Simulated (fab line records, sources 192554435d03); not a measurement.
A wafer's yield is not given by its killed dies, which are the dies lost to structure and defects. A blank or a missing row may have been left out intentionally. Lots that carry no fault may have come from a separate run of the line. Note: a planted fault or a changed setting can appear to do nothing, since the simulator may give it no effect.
Matching of chambers    flow n5Finfet    rieDiel-05 running N5_BEOL_M1_STRIP_36: 4 sister chambers
The step strips in N2/H2. 8 wafers are shown with their chamber, then 9 later ones without.

== WAFERS WITH THEIR CHAMBER ==
wafer   chamber  showerheadPlenumPTorr (Torr)  oesProductAu (a.u.)
L076.1  0        2.41                          0.70
L076.4  3        2.44                          0.73
L077.4  3        2.44                          0.74
L080.1  2        2.61                          0.88
L080.2  0        2.41                          0.70
L084.1  1        2.34                          0.79
L084.2  2        2.60                          0.88
L084.5  1        2.34                          0.79

== WAFERS WITHOUT THEIR CHAMBER ==
wafer   showerheadPlenumPTorr (Torr)  oesProductAu (a.u.)
L085.2  2.34                          0.79
L085.4  2.43                          0.72
L085.5  2.34                          0.78
L090.1  2.42                          0.73
L090.3  2.40                          0.68
L090.6  2.40                          0.70
L096.1  2.59                          0.86
L096.4  2.33                          0.78
L096.5  2.33                          0.78

== WHICH CHAMBER EACH ONE RAN IN ==
wafer   from the rows above  in truth
L085.2  1                    1
L085.4  3                    3
L085.5  1                    1
L090.1  3                    3
L090.3  0                    0
L090.6  0                    0
L096.1  2                    2
L096.4  1                    1
L096.5  1                    1
Placed correctly: 9 of 9. Number that these rows cannot place: 0. Number placed wrongly: 0.
How it was worked out, from the rows above alone: a wafer's distance from a chamber is the root of the sum, over the readings, of the square of ((its reading less the chamber's mean) divided by the reading's scatter). If the next closest chamber is less than 2 further off than the closest, the wafer can't be placed; otherwise it belongs to the closest. The mean given for a chamber averages the wafers shown for that chamber. The scatter: the root of (the sum of the squares of (reading less its chamber's mean) over the shown wafers, divided by (wafers less chambers)).
